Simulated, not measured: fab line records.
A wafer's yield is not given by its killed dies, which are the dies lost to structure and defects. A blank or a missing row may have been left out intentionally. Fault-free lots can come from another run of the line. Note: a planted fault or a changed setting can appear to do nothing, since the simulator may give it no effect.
Struck lot and sound lot, side by side + flow nand-harc + 15 steps out of a route of 1302
Sound: these wafers, L718.2, L718.3, L718.4. Struck: wafers L736.4, L736.5, L736.6. At the end, the cause is stated.
Each step with rows lists, per side, the tool, then ch with its chambers, then its first start. Under that, the readings that differ: sound wafers + struck wafers + difference of the means + sigmas: that difference in standard deviations of wafers without a fault.
alike: readings whose means differ by less than 2 such deviations, and words and numbers that are the same on both sides. not compared: withheld readings, readings that some wafer has no value for, bounds like >300 that may hide the same value, and numbers for which the record gives no deviation and whose values overlap.
The two part at a step that has a row with sigmas, a row that says differs or no value, or rows on one side only. Numbers that have no deviation but don't overlap get no sigmas and don't part them. A reading missing from all wafers of one side parts the sides only when that side holds two or more wafers.

NHARC_P_M2_CD_MEAS_09: target cd 170 nm.
  sound on cd-sem-02 ch 0, day 7 07:44; struck on cd-sem-03 ch 0, day 14 04:17
  alike: cd-nm
NHARC_P_M2_OVL_MEAS_10: pitch 340 nm.
  sound: overlay-01 at day 7 07:50; struck: overlay-01 at day 14 04:22
  alike: overlay-x-nm, overlay-y-nm
NHARC_P_M2_INSPECT_11:
  sound: defect-inspect-02 at day 7 07:52; struck: defect-inspect-02 at day 14 04:25
  alike: raw-defect-count
NHARC_P_M2_DESCUM_14: chemistry O2, time 3 s.
  sound on rie-diel-08 ch 0,1,3, day 7 07:56; struck on rie-diel-07 ch 0,1, day 14 04:28
  alike: chamber-pressure-mTorr, drypump-motor-current-A, oes-product-au, rf-vpp-V, showerhead-plenum-p-Torr, throttle-valve-pct
  not compared: rf-hours-counter-h
NHARC_P_M2_ETCH_35: etches the open film in N2/H2, target depth 40 nm, overetch 12 nm, time 43.94 s.
  sound on rie-diel-08 ch 0,1,2, day 7 08:01; struck on rie-diel-07 ch 0,1,2, day 14 04:34
| reading             | sound             | struck            | difference | sigmas |
|---------------------|-------------------|-------------------|------------|--------|
| n2-flow-sccm (sccm) | 149.6 149.5 149.7 | 150.7 150.5 150.2 | +0.9       | +2     |
  alike: chamber-pressure-mTorr, drypump-motor-current-A, oes-product-au, rf-vpp-V, showerhead-plenum-p-Torr, throttle-valve-pct
  not compared: rf-hours-counter-h
then, 1 step without rows for these wafers: NHARC_P_M2_ETCH_15 (etches the open film in C4F8/Ar, target depth 182.5 nm, time 91.2 s).
NHARC_P_M2_CD_MEAS_16:
  sound: cd-sem-01 at day 7 08:14; struck: cd-sem-02 at day 14 04:49
  alike: cd-nm
NHARC_P_M2_STRIP_18: strips in N2/H2.
  sound on rie-diel-07 ch 0,1,3, day 7 08:18; struck on rie-diel-07 ch 2,3, day 14 04:55
  alike: chamber-pressure-mTorr, drypump-motor-current-A, n2-flow-sccm, oes-product-au, rf-vpp-V, showerhead-plenum-p-Torr, throttle-valve-pct
  not compared: rf-hours-counter-h
NHARC_P_M2_ETCH_28: etches the open film in CF4/N2, target depth 30 nm, time 72.99 s.
  sound: rie-diel-07 ch 0,2,3; struck: rie-diel-07 ch 0,3
  alike: chamber-pressure-mTorr, drypump-motor-current-A, n2-flow-sccm, oes-product-au, rf-vpp-V, showerhead-plenum-p-Torr, throttle-valve-pct
  not compared: rf-hours-counter-h
then, 3 steps without rows for these wafers: NHARC_P_M2_STRIP_19 (strips in post etch residue remover, time 600 s); NHARC_P_M2_DEGAS_29 (time 60 s); NHARC_P_M2_PRE_CLEAN_30 (time 30 s).
NHARC_P_M2_PVD_20: deposits TaN, target thk 5 nm, time 8.06 s.
  sound: pvd-sputter-02 at day 7 09:04; struck: pvd-sputter-01 at day 14 05:41
| reading                | sound             | struck            | difference | sigmas      |
|------------------------|-------------------|-------------------|------------|-------------|
| cathode-dc-power-W (W) | 15003 15005 14999 | 14603 14597 14594 | -404       | -99 or more |
  alike: throttle-valve-pct
NHARC_P_M2_PVD_21: deposits Cu, target thk 30 nm, time 20.49 s.
  sound on pvd-sputter-02; struck on pvd-sputter-01
  alike: cathode-dc-power-W, throttle-valve-pct
-- break in the record here, with 18 days between the starts of the struck wafers on either side (left off in module P_M2, picked up again in module END, where the first step shown is number 1302 on the route) --
NHARC_END_SORT_01:
  only the struck wafers appear in the record here, on prober-01 ch 0 at day 32 03:26; the sound ones have no rows

WHERE THEY PART
First at NHARC_P_M2_ETCH_35; last, within this record, at NHARC_END_SORT_01.

WHY: what the simulator had put in
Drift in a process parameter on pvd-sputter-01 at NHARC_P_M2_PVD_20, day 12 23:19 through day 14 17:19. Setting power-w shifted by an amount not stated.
